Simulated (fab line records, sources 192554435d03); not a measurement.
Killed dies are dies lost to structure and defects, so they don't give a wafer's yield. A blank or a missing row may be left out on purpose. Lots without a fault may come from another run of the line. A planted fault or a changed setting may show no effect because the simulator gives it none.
Chamber matching | flow n5_finfet | N5_BEOL_M7_CURE_75 on uv_cure-01: 3 sister chambers
The step cures SiCOH lowk, time 120 s. 6 wafers are shown with their chamber, then 7 later ones without.

WAFERS WITH THEIR CHAMBER
wafer  | chamber | wafer_temp_C_max | lamp_power_pct (%)
L079.4 | 2       | 371.1            | 52.31
L079.5 | 2       | 371.0            | 52.42
L081.4 | 1       | 372.3            | 52.28
L081.5 | 1       | 372.1            | 52.17
L084.4 | 0       | 371.1            | 52.26
L084.5 | 0       | 371.0            | 52.40

WAFERS WITHOUT THEIR CHAMBER
wafer  | wafer_temp_C_max | lamp_power_pct (%)
L084.6 | 371.8            | 52.42
L091.1 | 372.5            | 52.29
L091.2 | 372.3            | 52.27
L091.6 | 371.6            | 52.41
L093.3 | 371.0            | 52.28
L093.4 | 371.5            | 52.28
L093.6 | 370.9            | 52.45

WHICH CHAMBER EACH WENT THROUGH
wafer  | from the rows above          | in truth
L084.6 | 1                            | 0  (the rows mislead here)
L091.1 | 1                            | 1
L091.2 | 1                            | 1
L091.6 | can't be placed: 2 or 0 or 1 | 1
L093.3 | can't be placed: 0 or 2      | 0
L093.4 | can't be placed: 0 or 2      | 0
L093.6 | can't be placed: 2 or 0      | 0
Placed correctly: 2 of 7. Can't be placed from these rows: 4 (the true chamber is among the candidates in 4). Placed wrongly: 1.
How it was worked out, from the rows above alone: a wafer's distance from a chamber is the root of the sum, over the readings, of the square of ((its reading less the chamber's mean) divided by the reading's scatter). The wafer belongs to the nearest chamber; if the next one is less than 2 further off, it can't be placed. A chamber's mean is the mean of its shown wafers. The scatter: the root of (the sum of the squares of (reading less its chamber's mean) over the shown wafers, divided by (wafers less chambers)).
